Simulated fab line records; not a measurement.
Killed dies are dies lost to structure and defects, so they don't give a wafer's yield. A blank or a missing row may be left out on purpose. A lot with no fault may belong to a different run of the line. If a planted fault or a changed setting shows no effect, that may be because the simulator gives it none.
Which tool did it? || flow nandHarc || 13 lots with 39 wafers sampled at 4 steps, on a route of 1302 steps

## WHAT THE GAUGES READ, wafer by wafer
The record lacks any reading of a measuring or inspecting step that a usual standard deviation could be used to judge.

## WHAT TOOL EACH LOT RAN ON (gives the tool, then ch and the chambers of the sampled wafers, and finally the start)
{"lot": "L279", "NHARC_A_ONON_D1_DEP_33": "pecvd-02 ch 1,2, day 8 22:47", "NHARC_A_CHANNEL_HOLE_D1_XSEM_31": "xsem-01 ch 0, day 9 12:54", "NHARC_A_CHANNEL_FILL_D1_ALD_14": "aldHk-02 ch 0,3, day 9 20:15", "NHARC_A_CHANNEL_FILL_D1_ETCHBACK_19": "rieSi-02 ch 0,1, day 10 13:10"}
{"lot": "L281", "NHARC_A_ONON_D1_DEP_33": "pecvd-03 ch 0,1, day 10 01:08", "NHARC_A_CHANNEL_HOLE_D1_XSEM_31": "xsem-01 ch 0, day 10 11:11", "NHARC_A_CHANNEL_FILL_D1_ALD_14": "aldHk-04 ch 0,2,3, day 10 18:36", "NHARC_A_CHANNEL_FILL_D1_ETCHBACK_19": "rieSi-02 ch 1,2,3, day 11 12:40"}
{"lot": "L282", "NHARC_A_ONON_D1_DEP_33": "pecvd-04 ch 0,1,2, day 10 01:14", "NHARC_A_CHANNEL_HOLE_D1_XSEM_31": "xsem-02 ch 0, day 10 12:23", "NHARC_A_CHANNEL_FILL_D1_ALD_14": "aldHk-01 ch 0,1, day 10 18:38", "NHARC_A_CHANNEL_FILL_D1_ETCHBACK_19": "rieSi-03 ch 1,3, day 11 12:38"}
{"lot": "L283", "NHARC_A_ONON_D1_DEP_33": "pecvd-02 ch 1,2, day 10 10:09", "NHARC_A_CHANNEL_HOLE_D1_XSEM_31": "xsem-01 ch 0, day 10 20:18", "NHARC_A_CHANNEL_FILL_D1_ALD_14": "aldHk-04 ch 1,3, day 11 03:41", "NHARC_A_CHANNEL_FILL_D1_ETCHBACK_19": "rieSi-04 ch 0,1,3, day 11 20:43"}
{"lot": "L284", "NHARC_A_ONON_D1_DEP_33": "pecvd-03 ch 0,1,2, day 10 18:24", "NHARC_A_CHANNEL_HOLE_D1_XSEM_31": "xsem-02 ch 0, day 11 04:31", "NHARC_A_CHANNEL_FILL_D1_ALD_14": "aldHk-04 ch 0,1,3, day 11 11:47", "NHARC_A_CHANNEL_FILL_D1_ETCHBACK_19": "rieSi-04 ch 0,1,2, day 12 05:28"}
{"lot": "L289", "NHARC_A_ONON_D1_DEP_33": "pecvd-03 ch 0,1, day 12 20:07", "NHARC_A_CHANNEL_HOLE_D1_XSEM_31": "xsem-02 ch 0, day 13 06:21", "NHARC_A_CHANNEL_FILL_D1_ALD_14": "aldHk-04 ch 0,1,3, day 13 13:40", "NHARC_A_CHANNEL_FILL_D1_ETCHBACK_19": "rieSi-04 ch 0,1,2, day 14 07:31"}
{"lot": "L290", "NHARC_A_ONON_D1_DEP_33": "pecvd-04 ch 0,1,2, day 13 04:29", "NHARC_A_CHANNEL_HOLE_D1_XSEM_31": "xsem-02 ch 0, day 13 15:04", "NHARC_A_CHANNEL_FILL_D1_ALD_14": "aldHk-02 ch 2,3, day 13 23:10", "NHARC_A_CHANNEL_FILL_D1_ETCHBACK_19": "rieSi-02 ch 0,1,2, day 14 16:18"}
{"lot": "L292", "NHARC_A_ONON_D1_DEP_33": "pecvd-03 ch 0,1, day 14 09:21", "NHARC_A_CHANNEL_HOLE_D1_XSEM_31": "xsem-01 ch 0, day 14 21:43", "NHARC_A_CHANNEL_FILL_D1_ALD_14": "aldHk-02 ch 0,2, day 15 02:54", "NHARC_A_CHANNEL_FILL_D1_ETCHBACK_19": "rieSi-02 ch 2,3, day 15 21:43"}
{"lot": "L295", "NHARC_A_ONON_D1_DEP_33": "pecvd-03 ch 0,1,2, day 15 09:20", "NHARC_A_CHANNEL_HOLE_D1_XSEM_31": "xsem-02 ch 0, day 15 20:43", "NHARC_A_CHANNEL_FILL_D1_ALD_14": "aldHk-04 ch 0,2, day 16 04:02", "NHARC_A_CHANNEL_FILL_D1_ETCHBACK_19": "rieSi-04 ch 0,1,3, day 17 00:46"}
{"lot": "L296", "NHARC_A_ONON_D1_DEP_33": "pecvd-04 ch 0,1,2, day 15 17:22", "NHARC_A_CHANNEL_HOLE_D1_XSEM_31": "xsem-01 ch 0, day 16 03:40", "NHARC_A_CHANNEL_FILL_D1_ALD_14": "aldHk-02 ch 1,2,3, day 16 11:10", "NHARC_A_CHANNEL_FILL_D1_ETCHBACK_19": "rieSi-03 ch 0,1,2, day 17 04:39"}
{"lot": "L298", "NHARC_A_ONON_D1_DEP_33": "pecvd-04 ch 0,1, day 16 21:22", "NHARC_A_CHANNEL_HOLE_D1_XSEM_31": "xsem-01 ch 0, day 17 10:18", "NHARC_A_CHANNEL_FILL_D1_ALD_14": "aldHk-04 ch 0,3, day 17 17:34", "NHARC_A_CHANNEL_FILL_D1_ETCHBACK_19": "rieSi-02 ch 0,1,2, day 18 10:26"}
{"lot": "L299", "NHARC_A_ONON_D1_DEP_33": "pecvd-03 ch 1,2, day 16 21:37", "NHARC_A_CHANNEL_HOLE_D1_XSEM_31": "xsem-02 ch 0, day 17 14:29", "NHARC_A_CHANNEL_FILL_D1_ALD_14": "aldHk-01 ch 0,2,3, day 17 21:50", "NHARC_A_CHANNEL_FILL_D1_ETCHBACK_19": "rieSi-03 ch 0,3, day 18 15:02"}
{"lot": "L300", "NHARC_A_ONON_D1_DEP_33": "pecvd-02 ch 0,1,2, day 17 05:44", "NHARC_A_CHANNEL_HOLE_D1_XSEM_31": "xsem-02 ch 0, day 17 19:26", "NHARC_A_CHANNEL_FILL_D1_ALD_14": "aldHk-02 ch 0,1,3, day 18 02:44", "NHARC_A_CHANNEL_FILL_D1_ETCHBACK_19": "rieSi-02 ch 1,2,3, day 18 19:41"}
- NHARC_A_ONON_D1_DEP_33: deposits SiO2, target thk 200 nm.
- NHARC_A_CHANNEL_HOLE_D1_XSEM_31
- NHARC_A_CHANNEL_FILL_D1_ALD_14: deposits SiO2, target thk 2.5 nm, pulse time 10 s, ald cycles 25.
- NHARC_A_CHANNEL_FILL_D1_ETCHBACK_19: etches the open film in HBr/Cl2, target depth 5 nm, time 1.7 s.

## AS READ BY THE TOOLS THEMSELVES (means over the sampled wafers that have a number; for cases with no such wafer, the mark the record gives instead)
NHARC_A_ONON_D1_DEP_33.
{"lot": "L279", "tool": "pecvd-02", "heaterPowerW (W)": 547, "throttleValvePct (%)": 15.9}
{"lot": "L281", "tool": "pecvd-03", "heaterPowerW (W)": 614, "throttleValvePct (%)": 16.4}
{"lot": "L282", "tool": "pecvd-04", "heaterPowerW (W)": 538, "throttleValvePct (%)": 15.7}
{"lot": "L283", "tool": "pecvd-02", "heaterPowerW (W)": 603, "throttleValvePct (%)": 16.2}
{"lot": "L284", "tool": "pecvd-03", "heaterPowerW (W)": 608, "throttleValvePct (%)": 16.2}
{"lot": "L289", "tool": "pecvd-03", "heaterPowerW (W)": 624, "throttleValvePct (%)": 16.5}
{"lot": "L290", "tool": "pecvd-04", "heaterPowerW (W)": 567, "throttleValvePct (%)": 15.5}
{"lot": "L292", "tool": "pecvd-03", "heaterPowerW (W)": 605, "throttleValvePct (%)": 16.7}
{"lot": "L295", "tool": "pecvd-03", "heaterPowerW (W)": 609, "throttleValvePct (%)": 16.3}
{"lot": "L296", "tool": "pecvd-04", "heaterPowerW (W)": 588, "throttleValvePct (%)": 15.6}
{"lot": "L298", "tool": "pecvd-04", "heaterPowerW (W)": 578, "throttleValvePct (%)": 15.4}
{"lot": "L299", "tool": "pecvd-03", "heaterPowerW (W)": 603, "throttleValvePct (%)": 16.1}
{"lot": "L300", "tool": "pecvd-02", "heaterPowerW (W)": 572, "throttleValvePct (%)": 15.8}

NHARC_A_CHANNEL_HOLE_D1_XSEM_31.
{"lot": "L279", "tool": "xsem-01", "botCdNm (nm)": 73.1, "bowNm (nm)": 8.95, "tiltDeg (degrees)": 0.07}
{"lot": "L281", "tool": "xsem-01", "botCdNm (nm)": 73.6, "bowNm (nm)": 8.85, "tiltDeg (degrees)": 0.02}
{"lot": "L282", "tool": "xsem-02", "botCdNm (nm)": 77.5, "bowNm (nm)": 9.26, "tiltDeg (degrees)": 0.08}
{"lot": "L283", "tool": "xsem-01", "botCdNm (nm)": 76.0, "bowNm (nm)": 8.77, "tiltDeg (degrees)": 0.08}
{"lot": "L284", "tool": "xsem-02", "botCdNm (nm)": 73.6, "bowNm (nm)": 8.51, "tiltDeg (degrees)": 0.07}
{"lot": "L289", "tool": "xsem-02", "botCdNm (nm)": 73.8, "bowNm (nm)": 8.79, "tiltDeg (degrees)": 0.07}
{"lot": "L290", "tool": "xsem-02", "botCdNm (nm)": 74.8, "bowNm (nm)": 8.38, "tiltDeg (degrees)": 0.02}
{"lot": "L292", "tool": "xsem-01", "botCdNm (nm)": 76.3, "bowNm (nm)": 8.56, "tiltDeg (degrees)": 0.03}
{"lot": "L295", "tool": "xsem-02", "botCdNm (nm)": 74.0, "bowNm (nm)": 8.78, "tiltDeg (degrees)": 0.09}
{"lot": "L296", "tool": "xsem-01", "botCdNm (nm)": 72.2, "bowNm (nm)": 8.63, "tiltDeg (degrees)": 0.07}
{"lot": "L298", "tool": "xsem-01", "botCdNm (nm)": 72.9, "bowNm (nm)": 8.67, "tiltDeg (degrees)": 0.13}
{"lot": "L299", "tool": "xsem-02", "botCdNm (nm)": 75.8, "bowNm (nm)": 8.38, "tiltDeg (degrees)": 0.08}
{"lot": "L300", "tool": "xsem-02", "botCdNm (nm)": 72.9, "bowNm (nm)": 8.24, "tiltDeg (degrees)": 0.08}

NHARC_A_CHANNEL_FILL_D1_ALD_14.
{"lot": "L279", "tool": "aldHk-02", "heaterPowerW (W)": 512, "precursorPulseHeightRel": 0.968}
{"lot": "L281", "tool": "aldHk-04", "heaterPowerW (W)": 496, "precursorPulseHeightRel": 1.009}
{"lot": "L282", "tool": "aldHk-01", "heaterPowerW (W)": 404, "precursorPulseHeightRel": 0.992}
{"lot": "L283", "tool": "aldHk-04", "heaterPowerW (W)": 465, "precursorPulseHeightRel": 1.010}
{"lot": "L284", "tool": "aldHk-04", "heaterPowerW (W)": 447, "precursorPulseHeightRel": 1.004}
{"lot": "L289", "tool": "aldHk-04", "heaterPowerW (W)": 431, "precursorPulseHeightRel": 0.993}
{"lot": "L290", "tool": "aldHk-02", "heaterPowerW (W)": 475, "precursorPulseHeightRel": 0.976}
{"lot": "L292", "tool": "aldHk-02", "heaterPowerW (W)": 494, "precursorPulseHeightRel": 0.997}
{"lot": "L295", "tool": "aldHk-04", "heaterPowerW (W)": 469, "precursorPulseHeightRel": 1.000}
{"lot": "L296", "tool": "aldHk-02", "heaterPowerW (W)": 456, "precursorPulseHeightRel": 1.009}
{"lot": "L298", "tool": "aldHk-04", "heaterPowerW (W)": 449, "precursorPulseHeightRel": 0.995}
{"lot": "L299", "tool": "aldHk-01", "heaterPowerW (W)": 397, "precursorPulseHeightRel": 1.025}
{"lot": "L300", "tool": "aldHk-02", "heaterPowerW (W)": 475, "precursorPulseHeightRel": 0.987}

NHARC_A_CHANNEL_FILL_D1_ETCHBACK_19.
{"lot": "L279", "tool": "rieSi-02", "biasW (W)": 99.8, "drypumpMotorCurrentA (A)": 5.4, "oesProductAu (a.u.)": 1.002, "throttleValvePct (%)": 26.411}
{"lot": "L281", "tool": "rieSi-02", "biasW (W)": 99.7, "drypumpMotorCurrentA (A)": 5.5, "oesProductAu (a.u.)": 1.011, "throttleValvePct (%)": 26.404}
{"lot": "L282", "tool": "rieSi-03", "biasW (W)": 100.0, "drypumpMotorCurrentA (A)": 5.6, "oesProductAu (a.u.)": 1.012, "throttleValvePct (%)": 26.418}
{"lot": "L283", "tool": "rieSi-04", "biasW (W)": 100.0, "drypumpMotorCurrentA (A)": 6.2, "oesProductAu (a.u.)": 1.009, "throttleValvePct (%)": 26.396}
{"lot": "L284", "tool": "rieSi-04", "biasW (W)": 100.2, "drypumpMotorCurrentA (A)": 6.0, "oesProductAu (a.u.)": 1.000, "throttleValvePct (%)": 26.404}
{"lot": "L289", "tool": "rieSi-04", "biasW (W)": 99.7, "drypumpMotorCurrentA (A)": 6.0, "oesProductAu (a.u.)": 1.004, "throttleValvePct (%)": 26.412}
{"lot": "L290", "tool": "rieSi-02", "biasW (W)": 100.0, "drypumpMotorCurrentA (A)": 5.4, "oesProductAu (a.u.)": 1.188, "throttleValvePct (%)": 26.412}
{"lot": "L292", "tool": "rieSi-02", "biasW (W)": 100.2, "drypumpMotorCurrentA (A)": 5.8, "oesProductAu (a.u.)": 1.120, "throttleValvePct (%)": 26.414}
{"lot": "L295", "tool": "rieSi-04", "biasW (W)": 99.8, "drypumpMotorCurrentA (A)": 6.1, "oesProductAu (a.u.)": 1.004, "throttleValvePct (%)": 26.413}
{"lot": "L296", "tool": "rieSi-03", "biasW (W)": 99.8, "drypumpMotorCurrentA (A)": 5.5, "oesProductAu (a.u.)": 1.016, "throttleValvePct (%)": 26.407}
{"lot": "L298", "tool": "rieSi-02", "biasW (W)": 100.1, "drypumpMotorCurrentA (A)": 5.4, "oesProductAu (a.u.)": 0.999, "throttleValvePct (%)": 26.403}
{"lot": "L299", "tool": "rieSi-03", "biasW (W)": 99.9, "drypumpMotorCurrentA (A)": 5.5, "oesProductAu (a.u.)": 0.988, "throttleValvePct (%)": 26.393}
{"lot": "L300", "tool": "rieSi-02", "biasW (W)": 99.9, "drypumpMotorCurrentA (A)": 5.5, "oesProductAu (a.u.)": 0.996, "throttleValvePct (%)": 26.398}

## THE ANSWER, worked out from the rows above alone
Rule: the usual values come from the lots themselves. Put in order of their means at a reading, lots are off if they are a third of the lots or fewer, leave a main group of 4 or more, and stand apart from it by a gap of 3 or more times the standard deviation of the main group's means; of several such gaps the widest counts. Not used: any main group whose means are identical at the precision the tables above print for the reading. A lot without any number at a reading at which 4 lots or more have one is off too. All remaining lots with rows at the step are treated as sound. The gauges are gone through in route order, then the tools' own readings, and for those a lot's mean is taken as printed above. At the first step where some lot is off, the reading lying furthest off is the one used; lots without a number count as furthest.
Off, at NHARC_A_CHANNEL_FILL_D1_ETCHBACK_19 on oesProductAu: L290, L292. The main group has a mean of 1.004 a.u. with a standard deviation of 0.0077.
If a tool, at that step or one of the process steps before it, ran each lot that is off and ran no sound lot following the first of them, it fits. Not one of the candidates tried fits.

## WHAT HAD BEEN PUT IN BY THE SIMULATOR
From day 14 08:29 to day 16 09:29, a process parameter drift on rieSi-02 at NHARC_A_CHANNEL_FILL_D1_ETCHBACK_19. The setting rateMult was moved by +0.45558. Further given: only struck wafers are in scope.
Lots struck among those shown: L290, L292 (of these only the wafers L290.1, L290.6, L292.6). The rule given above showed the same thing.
